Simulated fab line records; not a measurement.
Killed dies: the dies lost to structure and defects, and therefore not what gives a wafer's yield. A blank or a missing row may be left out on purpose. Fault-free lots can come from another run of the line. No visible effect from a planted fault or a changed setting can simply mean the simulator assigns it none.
Matching of chambers || flow n5 finfet || rie diel-05 running N5_BEOL_M1_ETCH_77: 4 sister chambers
The step etches underlayer in N2/H2, target depth 6.5 nm, time 5.2 s. 4 wafers are shown with their chamber, then 11 later ones without.

## WAFERS, EACH WITH ITS CHAMBER
{"wafer": "L090.1", "chamber": 3, "drypump motor current A (A)": 5.95}
{"wafer": "L091.5", "chamber": 1, "drypump motor current A (A)": 5.76}
{"wafer": "L091.6", "chamber": 0, "drypump motor current A (A)": 5.50}
{"wafer": "L092.1", "chamber": 2, "drypump motor current A (A)": 5.35}

## WAFERS WITHOUT THEIR CHAMBER
{"wafer": "L092.3", "drypump motor current A (A)": 5.51}
{"wafer": "L092.4", "drypump motor current A (A)": 5.80}
{"wafer": "L094.1", "drypump motor current A (A)": 5.33}
{"wafer": "L094.3", "drypump motor current A (A)": 5.78}
{"wafer": "L094.5", "drypump motor current A (A)": 5.34}
{"wafer": "L095.4", "drypump motor current A (A)": 5.33}
{"wafer": "L095.5", "drypump motor current A (A)": 5.77}
{"wafer": "L095.6", "drypump motor current A (A)": 5.33}
{"wafer": "L097.2", "drypump motor current A (A)": 5.77}
{"wafer": "L097.3", "drypump motor current A (A)": 5.33}
{"wafer": "L097.5", "drypump motor current A (A)": 5.77}

## WHICH CHAMBER EACH WENT THROUGH
{"wafer": "L092.3", "from the rows above": 0, "in truth": 0}
{"wafer": "L092.4", "from the rows above": 1, "in truth": 1}
{"wafer": "L094.1", "from the rows above": 2, "in truth": 2}
{"wafer": "L094.3", "from the rows above": 1, "in truth": 1}
{"wafer": "L094.5", "from the rows above": 2, "in truth": 2}
{"wafer": "L095.4", "from the rows above": 2, "in truth": 2}
{"wafer": "L095.5", "from the rows above": 1, "in truth": 1}
{"wafer": "L095.6", "from the rows above": 2, "in truth": 2}
{"wafer": "L097.2", "from the rows above": 1, "in truth": 1}
{"wafer": "L097.3", "from the rows above": 2, "in truth": 2}
{"wafer": "L097.5", "from the rows above": 1, "in truth": 1}
Placed correctly: 11 of 11. Number that these rows cannot place: 0. Number placed wrongly: 0.
How it was worked out, from the rows above alone: a wafer's distance from a chamber is the root of the sum, over the readings, of the square of ((its reading less the chamber's mean) divided by the reading's scatter). If the next closest chamber is less than 2 further off than the closest, the wafer can't be placed; otherwise it belongs to the closest. Each chamber's mean is taken over the wafers shown for it. The scatter (one wafer shown for each chamber): square how far every hidden wafer sits from the nearest shown wafer, average those squares and take the square root.
